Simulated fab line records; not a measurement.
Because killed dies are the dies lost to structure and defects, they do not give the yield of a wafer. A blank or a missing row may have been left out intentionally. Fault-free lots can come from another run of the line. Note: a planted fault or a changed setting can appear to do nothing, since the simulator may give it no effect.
What tool caused it? :: flow nand_harc :: 18 wafers from 6 lots sampled at 5 of the route's 1302 steps

== WHAT THE GAUGES SHOWED, per wafer ==
NHARC_END_SORT_01.
lot: L567
measured: day 30 22:24
on: prober-02
killed_at_array: 53 39 48

== TOOL THAT RAN EACH LOT (tool first, then ch and the chambers of the sampled wafers, then the start) ==
lot: L554
NHARC_A_WL_FILL_CVD_03: cvd_w-01 ch 0,1, day 21 09:23
NHARC_A_WL_FILL_ETCHBACK_04: rie_metal-03 ch 0,1, day 21 09:47
NHARC_A_WL_FILL_STRIP_29: rie_diel-06 ch 0,1,2, day 21 20:11
NHARC_A_WL_FILL_ETCHBACK_26: rie_si-03 ch 0,1, day 22 01:23

lot: L561
NHARC_A_WL_FILL_CVD_03: cvd_w-01 ch 0,1, day 24 14:08
NHARC_A_WL_FILL_ETCHBACK_04: rie_metal-02 ch 0,1, day 24 14:29
NHARC_A_WL_FILL_STRIP_29: rie_diel-10 ch 0,1,3, day 25 01:49
NHARC_A_WL_FILL_ETCHBACK_26: rie_si-05 ch 0,3, day 25 07:01

lot: L567
NHARC_A_WL_FILL_CVD_03: cvd_w-02 ch 0,1, day 26 23:11
NHARC_A_WL_FILL_ETCHBACK_04: rie_metal-01 ch 0,1, day 26 23:34
NHARC_A_WL_FILL_STRIP_29: rie_diel-02 ch 0,1,2, day 27 12:51
NHARC_A_WL_FILL_ETCHBACK_26: rie_si-03 ch 1,2,3, day 27 18:07

lot: L568
NHARC_A_WL_FILL_CVD_03: cvd_w-01 ch 0,1, day 28 09:42
NHARC_A_WL_FILL_ETCHBACK_04: rie_metal-01 ch 0,1, day 28 10:04
NHARC_A_WL_FILL_STRIP_29: rie_diel-10 ch 1,2,3, day 28 23:03
NHARC_A_WL_FILL_ETCHBACK_26: rie_si-05 ch 0,2,3, day 29 03:36

lot: L572
NHARC_A_WL_FILL_CVD_03: cvd_w-01 ch 0,1, day 28 21:51
NHARC_A_WL_FILL_ETCHBACK_04: rie_metal-01 ch 0,1, day 28 22:13
NHARC_A_WL_FILL_STRIP_29: rie_diel-10 ch 0,2,3, day 29 16:52
NHARC_A_WL_FILL_ETCHBACK_26: rie_si-05 ch 0,1,2, day 29 22:11

lot: L573
NHARC_A_WL_FILL_CVD_03: cvd_w-01 ch 0,1, day 29 13:42
NHARC_A_WL_FILL_ETCHBACK_04: rie_metal-01 ch 0,1, day 29 14:01
NHARC_A_WL_FILL_STRIP_29: rie_diel-02 ch 0,1,3, day 30 05:29
NHARC_A_WL_FILL_ETCHBACK_26: rie_si-05 ch 0,2,3, day 30 11:12
- NHARC_A_WL_FILL_CVD_03: deposits W, target thk 40 nm, time 279 s.
- NHARC_A_WL_FILL_ETCHBACK_04: etches the open film in NF3, target depth 60 nm, time 120 s.
- NHARC_A_WL_FILL_STRIP_29: strips in O2, time 20 s.
- NHARC_A_WL_FILL_ETCHBACK_26: etches the open film in HBr, target depth 52 nm, time 13.3 s.

== THE ANSWER, worked out from the rows above alone ==
Rule: the usual values come from the lots themselves. The widest of any qualifying gaps counts: lots, ordered by their means at a reading, are off when they make up no more than a third of the lots, leave a main group of 4 or more, and stand apart from it by 3 or more times the standard deviation of that group's means. A main group whose means are all the same, to the digits that the tables above print for the reading, isn't used. A lot without any number at a reading at which 4 lots or more have one is off too. Any other lot the step has rows for is counted as sound.
Nothing can be told from this: no lot is off at any reading shown.

== WHAT THE SIMULATOR PUT IN ==
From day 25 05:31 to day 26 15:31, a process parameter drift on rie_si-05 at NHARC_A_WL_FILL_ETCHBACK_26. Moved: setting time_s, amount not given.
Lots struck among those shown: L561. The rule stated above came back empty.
